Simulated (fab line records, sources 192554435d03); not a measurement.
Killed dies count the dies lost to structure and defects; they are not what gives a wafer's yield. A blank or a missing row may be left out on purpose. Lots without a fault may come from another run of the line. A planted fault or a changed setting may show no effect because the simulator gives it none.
A struck lot beside a sound one -- flow n5-finfet -- 33 out of 1938 route steps
Sound: wafers L897.1, L897.2, L897.6. Wafers struck: L901.1, L901.3, L901.5. The cause comes at the end.
Order at every step that has rows: each side's tool, ch and its chambers, its first start. Under that, the readings that differ: sound wafers -- struck wafers -- difference of the means -- sigmas: that difference in standard deviations of wafers without a fault.
alike: readings with means less than 2 such deviations apart, plus words and numbers identical on both sides. not compared: withheld readings, readings lacking a value on some wafer, bounds such as >300 that could conceal the same value, and numbers that have no deviation in the record and whose values overlap.
A row with sigmas, a row that says differs or no value, or rows on one side alone: a step with any of these is where the two part. Numbers that don't overlap but have no deviation are shown without sigmas and don't part them. A reading missing from all wafers of one side parts the sides only when that side holds two or more wafers.

first, 3 steps without rows for these wafers: N5_BEOL_M9_ECD_50 (material Cu, target thk 318 nm); N5_BEOL_M9_ANNEAL_51 (time 90 s); N5_BEOL_M9_CMP_52 (polishes, stops on SiCOH lowk, t overpolish 7 s, target thk 140 nm).
N5_BEOL_M9_THK_MEAS_53: measures by xrf.
  sound on film-metro-01, day 11 06:02; struck on film-metro-01, day 12 14:26
  alike: M9_THK
then, 2 steps without rows for these wafers: N5_BEOL_M9_PRE_CLEAN_55 (time 15 s); N5_BEOL_M9_DEP_56 (deposits SiCN from 3MS/NH3, target thk 15 nm, time 26.5 s).
N5_BEOL_M9_RS_MEAS_57: a four-point-probe measurement.
  sound on film-metro-02, day 11 06:10; struck on film-metro-01, day 12 14:37
  alike: M9_RS
N5_BEOL_M9_INSPECT_58: inspects for defects (darkfield).
  sound on defect-inspect-01, day 11 06:11; struck on defect-inspect-01, day 12 14:38
  alike: raw-defect-count
N5_BEOL_M10_ILD_DEP_00: deposits SiCOH lowk from DEMS/porogen, target thk 308.51 nm, time 58 s.
  sound on pecvd-04 ch 0,1,2, day 11 06:14; struck on pecvd-03 ch 0,1,2, day 12 14:41
  alike: chamber-pressure-Torr, heater-power-outer-w, heater-power-w, showerhead-plenum-p-Torr, throttle-valve-pct
then, 1 step without rows for these wafers: N5_BEOL_M10_CURE_71 (cures SiCOH lowk, time 240 s).
N5_BEOL_M10_THK_MEAS_01:
  sound on film-metro-02, day 11 06:49; struck on film-metro-02, day 12 15:16
  alike: M10_ILD_THK
N5_BEOL_M10_PECVD_70: deposits SiO2 from TEOS/O2, target thk 20 nm, time 22.7 s.
  sound on pecvd-02 ch 1,2, day 11 06:52; struck on pecvd-02 ch 1,2, day 12 15:18
  alike: chamber-pressure-Torr, heater-power-w, showerhead-plenum-p-Torr, throttle-valve-pct
N5_BEOL_M10_HM_DEP_02: deposits TiN, target thk 20 nm.
  sound on pvd-sputter-03, day 11 07:21; struck on pvd-sputter-01, day 12 18:25
  no value came back on the struck wafers for chamber-pressure-pa (Pa), substrate-temp-c (C), throttle-valve-pct (%); on the sound wafers chamber-pressure-pa (Pa) reads 0.4990 0.4984 0.4993
then, 8 steps without rows for these wafers: N5_BEOL_M10_COAT_59 (time 60 s, resist thk 100 nm); N5_BEOL_M10_COAT_60 (time 60 s, resist thk 30 nm); N5_BEOL_M10_COAT_05 (resist thk 90 nm); N5_BEOL_M10_EBR_07; N5_BEOL_M10_SOFTBAKE_06 (time 60 s); N5_BEOL_M10_EXPOSE_08 (exposes mask M10); N5_BEOL_M10_PEB_09 (peb time 60 s); N5_BEOL_M10_DEVELOP_10 (develop time 30 s).
N5_BEOL_M10_CD_MEAS_11 targets a cd of 64.1 nm.
  sound on cd-sem-03 ch 0, day 11 07:51; struck on cd-sem-03 ch 0, day 12 18:55
  alike: cd-nm
N5_BEOL_M10_OVL_MEAS_12:
  sound on overlay-02 ch 0, day 11 07:53; struck on overlay-02 ch 0, day 12 18:56
  alike: M10_OVL
N5_BEOL_M10_INSPECT_13: inspects for defects (brightfield).
  sound on defect-inspect-02, day 11 07:54; struck on defect-inspect-02, day 12 18:58
  alike: raw-defect-count
then, 1 step without rows for these wafers: N5_BEOL_M10_DESCUM_16 (chemistry O2, time 7.9 s).
N5_BEOL_M10_ETCH_61: etches SiARC in CF4, target depth 39 nm, time 65 s.
  sound on rie-diel-06 ch 2,3, day 11 07:58; struck on rie-diel-02 ch 0,1,2, day 12 19:02
  alike: drypump-motor-current-A, etch-rf-on-time-s, oes-product-au, rf-vpp-V, showerhead-plenum-p-Torr, throttle-valve-pct
  not compared: rf-hours-counter-h
N5_BEOL_M10_ETCH_62: etches SOC in N2/H2, target depth 110 nm, overetch 22 nm, time 165 s.
  sound on rie-diel-06 ch 2,3, day 11 08:01; struck on rie-diel-02 ch 0,1,2, day 12 19:05
reading,sound,struck,difference,sigmas
rf-vpp-V (V),521.4 526.7 521.0,527.5 529.1 525.4,+4.3,+2
  alike: drypump-motor-current-A, oes-product-au, showerhead-plenum-p-Torr, throttle-valve-pct
  not compared: rf-hours-counter-h
then, 1 step without rows for these wafers: N5_BEOL_M10_STRIP_68 (strips in N2/H2).
N5_BEOL_M10_STRIP_67: strips in CF4.
  sound on rie-diel-06 ch 2,3, day 11 08:10; struck on rie-diel-02 ch 0,1,2, day 12 19:14
  alike: drypump-motor-current-A, oes-product-au, rf-vpp-V, showerhead-plenum-p-Torr, throttle-valve-pct
  not compared: rf-hours-counter-h
N5_BEOL_M10_HM_OPEN_17: chemistry Cl2/BCl3, target TiN, target depth 20 nm, overetch 6 nm.
  sound on rie-metal-03 ch 0,1, day 11 08:13; struck on rie-metal-02 ch 0,1, day 12 19:16
reading,sound,struck,difference,sigmas
oes-product-au (a.u.),0.62 0.54 0.63,0.22 0.22 0.25,-0.37,-3
model.etch.depth-nm (nm),20.22 20.54 20.48,0 0 0,-20,
  alike: drypump-motor-current-A, throttle-valve-pct
  not compared: rf-hours-counter-h
then, 1 step without rows for these wafers: N5_BEOL_M10_STRIP_19 (strips in O2).
N5_BEOL_M10_CD_MEAS_18: pitch 140 nm, target cd 70 nm.
  sound on cd-sem-01, day 11 08:25; struck on cd-sem-02, day 12 19:33
reading,sound,struck,difference,sigmas
cd-nm (nm),69.3 69.7 69.9,- - -,no value on the struck wafers,
then, 1 step without rows for these wafers: N5_BEOL_M10_COAT_63 (time 60 s, resist thk 100 nm).

== WHERE THEY PART ==
First at N5_BEOL_M10_HM_DEP_02; last, within this record, at N5_BEOL_M10_CD_MEAS_18.

WHY: whatever the simulator had introduced
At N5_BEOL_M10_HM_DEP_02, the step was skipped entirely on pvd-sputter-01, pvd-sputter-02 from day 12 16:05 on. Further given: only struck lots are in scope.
